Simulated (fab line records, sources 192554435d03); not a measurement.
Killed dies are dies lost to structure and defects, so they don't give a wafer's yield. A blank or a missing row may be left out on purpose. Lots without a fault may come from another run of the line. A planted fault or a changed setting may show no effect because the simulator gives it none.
Chamber matching | flow n5_finfet | N5_BEOL_M6_STRIP_36 on rie_diel-03: 4 sister chambers
The step strips in N2/H2. 4 wafers are shown with their chamber, then 8 later ones without.

WAFERS WITH THEIR CHAMBER
wafer  | chamber | drypump_motor_current_A (A)
L089.1 | 3       | 5.7
L089.2 | 0       | 5.5
L089.3 | 1       | 6.7
L089.4 | 2       | 5.9

WAFERS WITHOUT THEIR CHAMBER
wafer  | drypump_motor_current_A (A)
L089.5 | 5.7
L089.6 | 5.9
L097.1 | 6.8
L097.2 | 5.5
L097.3 | 6.0
L097.4 | 5.6
L097.5 | 5.9
L097.6 | 5.7

WHICH CHAMBER EACH WENT THROUGH
wafer  | from the rows above     | in truth
L089.5 | 3                       | 3
L089.6 | 2                       | 2
L097.1 | 1                       | 1
L097.2 | 0                       | 0
L097.3 | 2                       | 2
L097.4 | can't be placed: 0 or 3 | 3
L097.5 | 2                       | 2
L097.6 | 3                       | 3
Placed correctly: 7 of 8. Can't be placed from these rows: 1 (the true chamber is among the candidates in 1). Placed wrongly: 0.
How it was worked out, from the rows above alone: a wafer's distance from a chamber is the root of the sum, over the readings, of the square of ((its reading less the chamber's mean) divided by the reading's scatter). The wafer belongs to the nearest chamber; if the next one is less than 2 further off, it can't be placed. A chamber's mean is the mean of its shown wafers. The scatter: with one shown wafer a chamber, the root of the mean of the squares of how far each hidden wafer lies from its nearest shown one.
